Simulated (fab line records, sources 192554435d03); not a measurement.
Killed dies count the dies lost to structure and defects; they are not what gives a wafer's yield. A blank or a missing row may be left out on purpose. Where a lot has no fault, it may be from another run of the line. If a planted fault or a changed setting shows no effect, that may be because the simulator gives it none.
Split-lot study -- flow n5 finfet -- 21 wafers read across 7 lots, on a route 1938 steps long

== ON THE SPLIT ==
At N5_SD_EPI_N_COAT_33 (time 60 s, resist thk 35 nm), the setting spin rpm was moved away from the recipe's 1500 rpm on 6 of the 21 wafers read, by -8.4% to +9.8%. This setting was run at the recipe's value on the other wafers.

== FROM THE SPLIT TO THE READING: what the file shows between them, 5 steps ==
- N5_SD_EPI_N_EXPOSE_06: exposes mask SD N BLK, target cd 120 nm (also split here: dose mj)
- N5_SD_EPI_N_PEB_07: peb time 60 s
- N5_SD_EPI_N_DEVELOP_08: develop time 30 s
- N5_SD_EPI_N_CD_MEAS_09: target cd 120 nm
- N5_SD_EPI_N_DESCUM_14: chemistry O2, time 7.9 s

== THE READING ==
CAR-ArF-block_of_SD_EPI_N_COAT_03.thk nm (the simulator's own value, which no gauge read), in nm, at N5_SD_EPI_N_ETCH_34 (etches SiARC in CF4, target depth 45.5 nm, time 75.8 s). The file does not state a usual value for it. Average 111.1 nm, standard deviation 0.39 nm, over the 15 wafers here run with the recipe.

wafer,"tool, chamber at the split","spin rpm as run, rpm",against the recipe,"CAR-ArF-block_of_SD_EPI_N_COAT_03.thk nm, nm",against lot-mates on the recipe
L076.2,"litho track-03, 0",1500,recipe,111.2,-
L076.3,"litho track-03, 0",1500,recipe,111,-
L076.6,"litho track-03, 0",1500,recipe,111.2,-
L077.2,"litho track-03, 0",1500,recipe,111.8,-
L077.5,"litho track-03, 0",1627,+8.5%,112.8,+1.1
L077.6,"litho track-03, 0",1500,recipe,111.6,-
L084.2,"litho track-01, 0",1500,recipe,110.8,-
L084.4,"litho track-01, 0",1500,recipe,111,-
L084.6,"litho track-01, 0",1500,recipe,111,-
L086.1,"litho track-03, 0",1500,recipe,111,-
L086.3,"litho track-03, 0",1374,-8.4%,109.2,-1.8
L086.5,"litho track-03, 0",1374,-8.4%,109.6,-1.4
L087.1,"litho track-04, 0",1500,recipe,110.8,-
L087.2,"litho track-04, 0",1500,recipe,110.6,-
L087.5,"litho track-04, 0",1500,recipe,110.4,-
L094.1,"litho track-04, 0",1564,+4.3%,111.4,+0.4
L094.5,"litho track-04, 0",1564,+4.3%,111.4,+0.4
L094.6,"litho track-04, 0",1500,recipe,111,-
L096.3,"litho track-04, 0",1500,recipe,111.6,-
L096.4,"litho track-04, 0",1500,recipe,111.6,-
L096.6,"litho track-04, 0",1647,+9.8%,113,+1.4

FIT RESULTS
A straight line over all 21 wafers: CAR-ArF-block_of_SD_EPI_N_COAT_03.thk nm changes by +0.187 nm for each +1% of spin rpm; r = +0.90; the points scatter about the line by 0.38 nm.
The same after taking each lot's own level away (the mean of its wafers on the recipe; 21 wafers): +0.156 nm for each +1%; r = +0.97; scatter 0.16 nm.
According to that fit, moving spin rpm by its largest amount changes the reading by 1.5 nm.
Measured against the standard deviation above, the lots' own levels, which go from 110.60 to 111.70 nm, span 2.9 times it.
In other words, the slope is changed by the lot-to-lot level; the two fits disagree.
Check: with one of the wafers moved furthest among these (+9.8%) left out of the fit, the line predicts +1.49 nm for it against its lot-mates. Against them it came out at +1.4 nm.

== THE OTHER SPLITS THESE WAFERS WENT THROUGH ==
Other splits were also applied to these wafers ahead of the reading. Each is held against what the fit with the lots' levels taken away leaves over:
other split on the same wafers,wafers away from the commonest value,r with CAR-ArF-block_of_SD_EPI_N_COAT_03.thk nm (lot level and that fit taken away)
N5_FIN_CUT_EXPOSE_05 dose mj,7,-0.16
N5_SD_EPI_N_EXPOSE_06 dose mj,7,-0.01

== THE WHOLE CHAIN: every reading that the file lists as answering this split, in the file's order ==
step,what it does,reading,change (the file's fit),r (the file's)
N5_SD_EPI_N_COAT_33,"time 60 s, resist thk 35 nm","SiARC_of_SD_EPI_N_COAT_33.thk nm (the simulator's own value, which no gauge read)",-0.175 nm for each +1% of the setting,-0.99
N5_SD_EPI_N_ETCH_34,"etches SiARC in CF4, target depth 45.5 nm, time 75.8 s","etch.depth nm (the simulator's own value, which no gauge read)",-0.173 nm for each +1% of the setting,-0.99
N5_SD_EPI_N_ETCH_34,"etches SiARC in CF4, target depth 45.5 nm, time 75.8 s","CAR-ArF-block_of_SD_EPI_N_COAT_03.thk nm (the simulator's own value, which no gauge read)",+0.149 nm for each +1% of the setting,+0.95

== FILE'S OWN FIT ==
CAR-ArF-block_of_SD_EPI_N_COAT_03.thk nm changes by +0.149 nm for each +1% of spin rpm, r = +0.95.
